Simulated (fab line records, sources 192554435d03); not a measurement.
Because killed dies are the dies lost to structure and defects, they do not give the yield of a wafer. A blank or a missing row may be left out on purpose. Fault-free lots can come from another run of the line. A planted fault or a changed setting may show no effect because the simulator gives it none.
Matching of chambers :: flow n5 finfet :: N5_BEOL_M4_ILD_DEP_00 on pecvd-01 has 3 sister chambers
The step deposits SiOC from DEMS/O2, target thk 79 nm, time 15.3 s. 6 wafers are shown with their chamber, then 12 later ones without.

## WAFERS PAIRED WITH THEIR CHAMBERS
wafer: L090.1
chamber: 0
heater power w (W): 411
throttle valve pct (%): 12.2

wafer: L090.3
chamber: 2
heater power w (W): 643
throttle valve pct (%): 10.9

wafer: L090.5
chamber: 1
heater power w (W): 528
throttle valve pct (%): 12.3

wafer: L091.2
chamber: 0
heater power w (W): 470
throttle valve pct (%): 12.3

wafer: L091.3
chamber: 2
heater power w (W): 623
throttle valve pct (%): 11.0

wafer: L091.4
chamber: 1
heater power w (W): 538
throttle valve pct (%): 12.3

## WAFERS WITH NO CHAMBER GIVEN
wafer: L092.1
heater power w (W): 457
throttle valve pct (%): 12.0

wafer: L092.2
heater power w (W): 548
throttle valve pct (%): 11.3

wafer: L092.5
heater power w (W): 565
throttle valve pct (%): 11.1

wafer: L095.1
heater power w (W): 598
throttle valve pct (%): 12.2

wafer: L095.3
heater power w (W): 480
throttle valve pct (%): 11.9

wafer: L095.4
heater power w (W): 575
throttle valve pct (%): 12.4

wafer: L096.1
heater power w (W): 432
throttle valve pct (%): 12.1

wafer: L096.2
heater power w (W): 593
throttle valve pct (%): 11.2

wafer: L096.3
heater power w (W): 534
throttle valve pct (%): 12.5

wafer: L097.1
heater power w (W): 592
throttle valve pct (%): 11.0

wafer: L097.4
heater power w (W): 589
throttle valve pct (%): 11.0

wafer: L097.5
heater power w (W): 479
throttle valve pct (%): 12.0

## THE CHAMBER EACH PASSED THROUGH
wafer: L092.1
from the rows above: can't be placed: 0 or 1
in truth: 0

wafer: L092.2
from the rows above: 2
in truth: 2

wafer: L092.5
from the rows above: 2
in truth: 2

wafer: L095.1
from the rows above: 1
in truth: 1

wafer: L095.3
from the rows above: can't be placed: 0 or 1
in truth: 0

wafer: L095.4
from the rows above: 1
in truth: 1

wafer: L096.1
from the rows above: 0
in truth: 0

wafer: L096.2
from the rows above: 2
in truth: 2

wafer: L096.3
from the rows above: 1
in truth: 1

wafer: L097.1
from the rows above: 2
in truth: 2

wafer: L097.4
from the rows above: 2
in truth: 2

wafer: L097.5
from the rows above: can't be placed: 0 or 1
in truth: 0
Placed correctly: 9 of 12. From these rows, 3 cannot be placed; in 3 the true chamber is one of the candidates. Wrongly placed: 0.
How it was worked out, from the rows above alone: a wafer's distance from a chamber is the root of the sum, over the readings, of the square of ((its reading less the chamber's mean) divided by the reading's scatter). If the next closest chamber is less than 2 further off than the closest, the wafer can't be placed; otherwise it belongs to the closest. Each chamber's mean is taken over the wafers shown for it. The scatter: take each reading less its chamber's mean, square it, sum over the shown wafers, divide by the number of wafers less the number of chambers, and take the root.
